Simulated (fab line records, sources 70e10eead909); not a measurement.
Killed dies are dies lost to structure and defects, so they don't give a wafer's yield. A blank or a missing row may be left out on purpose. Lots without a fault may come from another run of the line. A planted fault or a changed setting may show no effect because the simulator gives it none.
Problem report in the 8D (eight disciplines) form, filled by code | flow nand_harc | the parts of the form that need people (team, actions taken, sign-off) are left out

1. THE PROBLEM
thk_nm at NHARC_A_ONON_D2_THK_MEAS_11 reads a mean of 1565 nm on 6 wafers of 2 lots; wafers without a fault read 999 nm with a standard deviation of 9.1. That is +62 standard deviations from the usual mean.
The step: measures by ellipsometry.
First seen on wafer L240.3, day 20 21:36, on film_metro-01. The record holds 42 wafers of 14 lots with a number at this step. Rule for "out", or "out of limits": more than 4 standard deviations from the usual mean. The other wafers with a number count as sound.

2. WHAT IT IS AND WHAT IT IS NOT
question                    | is                     | is not
which readings at this step | thk_nm                 | -
which lots                  | L240, L242             | L220, L221, L222, L223, L225, L226, L227, L228, L229, L231, L232, L236
which wafers of those lots  | all that have a number | -
read on which gauges        | film_metro-01          | film_metro-02
when                        | from day 20 21:36      | up to then (36 sound wafers)

3. SUSPECTS, AND WHAT RULES EACH OUT
Counting: a tool at a process step up to the reading stays a suspect if it ran every lot that is out and no sound lot after the first of them.
- the gauge at NHARC_A_ONON_D2_THK_MEAS_11: ruled out. All the wafers that are out were read on film_metro-01, but those of them that NHARC_END_SORT_01 has rows for are out there too, on other tools.
- har_etch-01 at NHARC_A_CHANNEL_HOLE_D1_ETCH_25 (etches the open film in C4F8/O2/Ar, time 1040.2 s, target depth 1500 nm): kept. It ran every lot that is out, first L240 (day 17 06:35), and no sound lot after that; its last sound lot up to then is L232 (day 13 12:23).
- pecvd_onon-03 at NHARC_A_ONON_D2_DEP_09 (target thk 1000 nm): kept. It ran every lot that is out, first L240 (day 20 21:12), and no sound lot after that; its last sound lot up to then is L229 (day 16 04:54).
Left after counting: har_etch-01 at NHARC_A_CHANNEL_HOLE_D1_ETCH_25, pecvd_onon-03 at NHARC_A_ONON_D2_DEP_09.

4. THE CAUSE (what the simulator had put in)
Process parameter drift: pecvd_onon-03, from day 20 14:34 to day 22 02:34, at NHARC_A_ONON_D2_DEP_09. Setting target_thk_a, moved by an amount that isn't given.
Counting left 2 suspects, and this tool is among them.

5. THE CHAIN OF EFFECTS, in route order
Each row: a reading whose mean over the struck wafers that have a number lies more than 3 standard deviations from the usual. Only readings for which the record gives a usual standard deviation are gone through. hours: the time from each lot's start at the first step in this table that gives one to its start at this step, as a median over the lots. sigmas: the change in usual standard deviations.
hours | step                        | reading         | usual  | on struck wafers | change | sigmas
0     | NHARC_A_ONON_D2_THK_MEAS_11 | thk_nm          | 999 nm | 1565             | +566   | +62
295   | NHARC_END_SORT_01           | killed_at_array | 54     | 673              | +619   | +36
295   | NHARC_END_SORT_01           | killed_dies     | 58     | 677              | +619   | +36

6. WHAT WOULD HAVE CAUGHT IT SOONER
In this record the first reading out of limits at a measuring or inspecting step was taken at day 20 21:36, 7 hours after the fault began at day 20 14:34.
Of the lots that are out (2), L242 began NHARC_A_ONON_D2_DEP_09 on pecvd_onon-03 after day 20 21:36. A hold on the tool at that time would have spared it.
